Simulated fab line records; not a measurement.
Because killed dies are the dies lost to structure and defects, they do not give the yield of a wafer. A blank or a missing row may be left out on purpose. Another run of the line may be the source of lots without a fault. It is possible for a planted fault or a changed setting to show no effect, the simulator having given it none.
Chamber matching | flow n5Finfet | N5_BEOL_M0_ETCH_128 on rieDiel-02 has 4 sister chambers
The step etches SiCN in CF4/N2, target depth 12 nm, overetch 5.1 nm, time 21.4 s. 8 wafers are shown with their chamber, then 8 later ones without.

WAFERS WITH THEIR CHAMBER
wafer  | chamber | drypumpMotorCurrentA (A) | showerheadPlenumPTorr (Torr)
L084.3 | 1       | 5.6                      | 2.10
L084.5 | 3       | 5.2                      | 2.17
L087.5 | 3       | 5.2                      | 2.16
L087.6 | 0       | 5.9                      | 2.28
L089.1 | 2       | 4.8                      | 2.25
L089.3 | 0       | 5.9                      | 2.27
L089.5 | 2       | 4.8                      | 2.26
L091.2 | 1       | 5.7                      | 2.09

WAFERS WHOSE CHAMBER IS MISSING
wafer  | drypumpMotorCurrentA (A) | showerheadPlenumPTorr (Torr)
L091.4 | 5.9                      | 2.27
L091.6 | 5.7                      | 2.09
L093.2 | 4.9                      | 2.25
L093.4 | 5.6                      | 2.09
L093.5 | 5.2                      | 2.16
L097.3 | 4.8                      | 2.25
L097.4 | 5.7                      | 2.09
L097.5 | 5.2                      | 2.16

WHICH CHAMBER EACH ONE RAN IN
wafer  | from the rows above | in truth
L091.4 | 0                   | 0
L091.6 | 1                   | 1
L093.2 | 2                   | 2
L093.4 | 1                   | 1
L093.5 | 3                   | 3
L097.3 | 2                   | 2
L097.4 | 1                   | 1
L097.5 | 3                   | 3
8 of 8 placed correctly. Left unplaced by these rows: 0. Number placed wrongly: 0.
How it was worked out, from the rows above alone: a wafer's distance from a chamber is the root of the sum, over the readings, of the square of ((its reading less the chamber's mean) divided by the reading's scatter). The wafer belongs to the nearest chamber; if the next one is less than 2 further off, it can't be placed. The mean given for a chamber averages the wafers shown for that chamber. The scatter: take each reading less its chamber's mean, square it, sum over the shown wafers, divide by the number of wafers less the number of chambers, and take the root.
